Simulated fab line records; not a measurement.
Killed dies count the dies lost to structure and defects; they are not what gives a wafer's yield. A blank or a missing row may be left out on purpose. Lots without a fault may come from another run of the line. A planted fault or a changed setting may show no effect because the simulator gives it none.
A sampling plan put to the test    flow nand-harc    each of the 19 faults these records tell of, on one fab line, judged from the records of the lots it struck
What counts as the plan is the set of the line's own looks, namely the steps on the route at which a gauge or an inspection reads a wafer and does not change it. A look can be judged if struck wafers have a number there and the file gives its usual mean and standard deviation on fault-free wafers. Caught: 4 or more of those standard deviations (sigma) separate the usual mean from the mean of the struck wafers at a look after the fault's first step. On the tool: here the same test is run on the tool's own readings at the fault's steps. Also counted as caught: the struck wafers showing another recipe, or a record that is empty for them alone.

== THE FAULTS, as the simulator had put them in ==
1. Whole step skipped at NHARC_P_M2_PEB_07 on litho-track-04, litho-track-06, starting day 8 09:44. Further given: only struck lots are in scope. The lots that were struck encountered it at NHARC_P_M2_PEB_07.
2. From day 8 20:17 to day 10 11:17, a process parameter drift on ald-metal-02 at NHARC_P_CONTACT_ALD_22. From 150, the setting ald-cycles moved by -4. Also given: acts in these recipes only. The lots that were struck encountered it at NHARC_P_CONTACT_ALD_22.
3. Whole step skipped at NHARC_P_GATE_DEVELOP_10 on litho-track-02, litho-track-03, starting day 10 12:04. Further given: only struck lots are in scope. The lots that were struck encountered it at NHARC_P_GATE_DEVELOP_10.
4. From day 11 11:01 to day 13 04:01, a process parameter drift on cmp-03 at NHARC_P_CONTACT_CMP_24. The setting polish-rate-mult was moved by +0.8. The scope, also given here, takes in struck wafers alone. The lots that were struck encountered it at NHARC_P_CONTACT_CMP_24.
5. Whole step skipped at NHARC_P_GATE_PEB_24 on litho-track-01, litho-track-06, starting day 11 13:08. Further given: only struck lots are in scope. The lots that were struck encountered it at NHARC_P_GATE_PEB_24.
6. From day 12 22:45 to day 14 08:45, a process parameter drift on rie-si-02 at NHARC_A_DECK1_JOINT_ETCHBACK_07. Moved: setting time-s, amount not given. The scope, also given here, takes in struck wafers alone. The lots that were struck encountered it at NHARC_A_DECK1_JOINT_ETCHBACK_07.
7. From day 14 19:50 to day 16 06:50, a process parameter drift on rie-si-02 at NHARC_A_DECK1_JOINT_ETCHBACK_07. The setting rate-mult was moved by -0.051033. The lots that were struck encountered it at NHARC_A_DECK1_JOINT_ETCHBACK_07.
8. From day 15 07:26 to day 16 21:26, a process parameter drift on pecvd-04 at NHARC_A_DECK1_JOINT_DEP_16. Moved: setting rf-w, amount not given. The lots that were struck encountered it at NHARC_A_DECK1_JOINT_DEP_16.
9. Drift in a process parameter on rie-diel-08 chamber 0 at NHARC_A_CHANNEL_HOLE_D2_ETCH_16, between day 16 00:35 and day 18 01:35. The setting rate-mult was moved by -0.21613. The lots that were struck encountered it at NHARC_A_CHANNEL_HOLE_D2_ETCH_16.
10. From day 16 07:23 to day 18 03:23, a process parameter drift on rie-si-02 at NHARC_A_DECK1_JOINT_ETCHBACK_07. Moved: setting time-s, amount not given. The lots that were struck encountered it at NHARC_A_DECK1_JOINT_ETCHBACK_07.
11. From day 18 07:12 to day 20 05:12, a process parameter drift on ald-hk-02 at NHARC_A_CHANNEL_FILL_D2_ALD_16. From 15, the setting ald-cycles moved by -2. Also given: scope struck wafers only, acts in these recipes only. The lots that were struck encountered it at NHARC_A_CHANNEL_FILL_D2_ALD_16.
12. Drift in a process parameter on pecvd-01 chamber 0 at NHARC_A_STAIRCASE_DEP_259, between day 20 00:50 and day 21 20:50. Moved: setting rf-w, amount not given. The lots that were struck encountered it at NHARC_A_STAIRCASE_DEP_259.
13. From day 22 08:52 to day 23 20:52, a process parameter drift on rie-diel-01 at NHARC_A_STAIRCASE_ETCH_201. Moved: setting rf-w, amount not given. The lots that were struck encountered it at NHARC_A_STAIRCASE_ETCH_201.
14. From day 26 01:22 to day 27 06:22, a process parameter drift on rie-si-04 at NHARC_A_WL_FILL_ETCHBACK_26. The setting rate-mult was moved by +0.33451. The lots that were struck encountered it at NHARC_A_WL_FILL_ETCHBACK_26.
15. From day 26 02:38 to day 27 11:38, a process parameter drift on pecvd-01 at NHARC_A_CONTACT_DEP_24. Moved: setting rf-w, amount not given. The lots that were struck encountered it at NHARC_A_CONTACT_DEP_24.
16. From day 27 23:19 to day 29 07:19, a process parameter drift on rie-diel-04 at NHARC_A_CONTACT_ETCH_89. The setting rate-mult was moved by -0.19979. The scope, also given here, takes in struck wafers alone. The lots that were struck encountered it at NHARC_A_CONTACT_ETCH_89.
17. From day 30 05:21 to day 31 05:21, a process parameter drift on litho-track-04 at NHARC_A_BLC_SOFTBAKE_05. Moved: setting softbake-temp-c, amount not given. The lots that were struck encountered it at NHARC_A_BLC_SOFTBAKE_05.
18. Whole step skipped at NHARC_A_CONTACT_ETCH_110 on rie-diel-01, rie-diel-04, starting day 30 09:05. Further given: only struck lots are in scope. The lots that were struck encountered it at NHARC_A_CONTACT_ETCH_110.
19. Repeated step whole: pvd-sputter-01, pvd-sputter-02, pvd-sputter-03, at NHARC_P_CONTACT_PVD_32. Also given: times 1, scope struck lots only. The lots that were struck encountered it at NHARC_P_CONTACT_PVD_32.

== WHAT THE PLAN SAW ==
fault  on the tool itself                                first look that catches it                       reading, sigma    median hours from its first step to that look  hours from the fault's start to the first struck lot there  judged looks passed uncaught
1      the tool's record is blank for the struck wafers  no look after it can be judged                   -                 -                                              -                                                           0
2      under 2 sigma                                     not the one look that can be judged after it     -                 -                                              -                                                           1
3      the tool's record is blank for the struck wafers  no look after it can be judged                   -                 -                                              -                                                           0
4      time-to-endpoint-s -6.4 sigma                     not the one look that can be judged after it     -                 -                                              -                                                           1
5      the tool's record is blank for the struck wafers  no look after it can be judged                   -                 -                                              -                                                           0
6      run-length-s -28 sigma                            no look after it can be judged                   -                 -                                              -                                                           0
7      oes-product-au -4.8 sigma                         no look after it can be judged                   -                 -                                              -                                                           0
8      rf-fwd-power-W +36 sigma                          none of the 2 looks that can be judged after it  -                 -                                              -                                                           2
9      oes-product-au -11 sigma                          NHARC_END_SORT_01                                killed-dies +5.8  274.4                                          310                                                         0
10     run-length-s -30 sigma                            no look after it can be judged                   -                 -                                              -                                                           0
11     under 2 sigma                                     no look after it can be judged                   -                 -                                              -                                                           0
12     rf-fwd-power-W -99 or beyond sigma                no look after it can be judged                   -                 -                                              -                                                           0
13     rf-fwd-power-W +37 sigma                          no look after it can be judged                   -                 -                                              -                                                           0
14     oes-product-au +19 sigma                          no look after it can be judged                   -                 -                                              -                                                           0
15     rf-fwd-power-W +42 sigma                          not the one look that can be judged after it     -                 -                                              -                                                           1
16     oes-product-au -10 sigma                          no look after it can be judged                   -                 -                                              -                                                           0
17     heater-power-total-W -22 sigma                    no look after it can be judged                   -                 -                                              -                                                           0
18     the tool's record is blank for the struck wafers  no look after it can be judged                   -                 -                                              -                                                           0
19     under 2 sigma                                     not the one look that can be judged after it     -                 -                                              -                                                           1
A dash: the fault is not caught, or the number is missing from these records.

Caught at a look: 1 of 19. Caught on the tool: 16 of 19. By one or the other: 16 of 19.
Faults 1, 3, 4, 5, 6, 7, 8, 10, 12, 13, 14, 15, 16, 17, 18 were caught on the tool alone.
Caught by neither: faults 2, 11, 19.

== THINNER SAMPLING ==
If the look that catches a fault measured only every second or every third lot, by lot number, the first struck lot would be measured this late in the worst case:
fault  struck lots at that look, in order of time  every lot  every second lot  every third lot
9      L638                                        310 h      may miss it       may miss it
Hours are from the fault's start to the first struck lot that is measured. Since the struck wafers were tested as one group against 4 sigma, a single lot by itself may lie under the limit. Other struck lots may not be in these records.

== THE LONGEST TIMED WAY FROM STEP TO LOOK ==
For fault 9, NHARC_A_CHANNEL_HOLE_D2_ETCH_16 and NHARC_END_SORT_01 are separated by a median of 274.4 hours. No look between them can be judged.
